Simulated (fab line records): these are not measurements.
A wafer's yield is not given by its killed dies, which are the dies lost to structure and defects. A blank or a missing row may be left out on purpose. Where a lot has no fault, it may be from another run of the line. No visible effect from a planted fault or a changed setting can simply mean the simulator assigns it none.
Comparing a struck lot with a sound one -- flow n5_finfet -- 19 steps out of a route of 1938
Sound: these wafers, L691.1, L691.4, L691.6. Wafers L703.1, L703.2, L703.5 were the ones struck. The cause is given at the end.
Order at every step that has rows: each side's tool, ch and its chambers, its first start. Under that, the readings that differ: sound wafers -- struck wafers -- difference of the means -- sigmas: that difference in standard deviations of wafers without a fault.
alike: words and numbers the same on both sides, and readings whose means are apart by under 2 such deviations; not compared: readings that were withheld, readings missing a value for some wafer, numbers with overlapping values and no deviation given by the record, and bounds like >300 which may hide the same value.
A row with sigmas, a row that says differs or no value, or rows on one side alone: a step with any of these is where the two part. Numbers that have no deviation but don't overlap get no sigmas and don't part them. Lack of a reading on every wafer of one side parts them only where that side has two or more wafers.

first, 2 steps without rows for these wafers: N5_BEOL_M2_STRIP_65 (strips in N2/H2); N5_BEOL_M2_STRIP_75 (strips in N2/H2).
N5_BEOL_M2_STRIP_66: strips in CF4.
  sound on rie_diel-04 ch 1,2,3, day 7 04:26; struck on rie_diel-05 ch 1,2,3, day 9 20:16
  alike: drypump_motor_current_A, oes_product_au, rf_vpp_V, showerhead_plenum_p_Torr, throttle_valve_pct
  not compared: rf_hours_counter_h
N5_BEOL_M2_HM_OPEN_17: chemistry Cl2/BCl3, target TiN, target depth 20 nm, overetch 6 nm.
  sound on rie_metal-03 ch 0,1, day 7 04:28; struck on rie_metal-03 ch 0,1, day 9 20:21
  alike: bias_w, drypump_motor_current_A, he_backside_leak_sccm, mfc_ar_sccm, oes_product_au, throttle_valve_pct
  not compared: rf_hours_counter_h
N5_BEOL_M2_STRIP_19: strips in O2.
  sound on rie_diel-05 ch 0,1, day 7 04:35; struck on rie_diel-01 ch 0,2,3, day 9 20:32
  alike: drypump_motor_current_A, oes_product_au, rf_vpp_V, showerhead_plenum_p_Torr, throttle_valve_pct
  not compared: rf_hours_counter_h
N5_BEOL_M2_CD_MEAS_18: pitch 36 nm, target cd 18 nm.
  sound on cd_sem-01 at day 7 04:39; struck on cd_sem-02 at day 9 20:37
  alike: cd_nm
then, 6 steps without rows for these wafers: N5_BEOL_M2_COAT_67 (time 60 s, resist thk 60 nm); N5_BEOL_M2_COAT_68 (time 60 s, resist thk 12 nm); N5_BEOL_M2_COAT_76 (time 60 s, resist thk 5 nm); N5_BEOL_M2_COAT_22 (resist thk 30 nm); N5_BEOL_M2_EBR_24; N5_BEOL_M2_SOFTBAKE_23 (time 60 s).
N5_BEOL_M2_EXPOSE_25: exposes mask V1, defocus 5 nm.
  sound on euv_scanner-02 ch 0, day 7 04:57; struck on euv_scanner-02 ch 0, day 9 20:47
reading,sound,struck,difference,sigmas
model.BEOL_M2.overlay_x_nm (nm),-1 -1 -1,6 6 6,+7,
  alike: mask
then, 2 steps without rows for these wafers: N5_BEOL_M2_PEB_26 (peb time 60 s); N5_BEOL_M2_DEVELOP_27 (develop time 30 s).
N5_BEOL_M2_CD_MEAS_28: target cd 26.2 nm, target cd y 24.1 nm.
  sound on cd_sem-01 ch 0, day 7 05:05; struck on cd_sem-01 ch 0, day 9 20:56
  alike: cd_nm
N5_BEOL_M2_OVL_MEAS_29:
  sound on overlay-02 ch 0, day 7 05:07; struck on overlay-02 ch 0, day 9 20:58
reading,sound,struck,difference,sigmas
V1_OVL (nm),-1.2 -0.7 0.6,6.1 6.3 6.3,+6.7,+10
N5_BEOL_M2_INSPECT_30: inspects for defects (brightfield).
  sound on defect_inspect-02 at day 7 05:11; struck on defect_inspect-02 at day 9 21:01
  alike: raw_defect_count
N5_BEOL_M4_RC_MEAS_101:
  sound on prober-01 ch 0, day 8 08:08; struck on prober-02 ch 0, day 11 01:24
reading,sound,struck,difference,sigmas
ION_N (uA/um),675 684 691,655 660 668,-22,-3
ION_P (uA/um),462 469 472,455 454 459,-12,-2
VT_N (mV),248.5 246.4 244.1,251.2 250.5 253.0,+5.2,+2
  alike: DIBL_N, DIBL_P, IOFF_N, IOFF_P, SS_N, SS_P, VT_P

WHERE THEY PART
Last at N5_BEOL_M4_RC_MEAS_101 as far as this record goes, first at N5_BEOL_M2_OVL_MEAS_29.

WHY: what the simulator had put in
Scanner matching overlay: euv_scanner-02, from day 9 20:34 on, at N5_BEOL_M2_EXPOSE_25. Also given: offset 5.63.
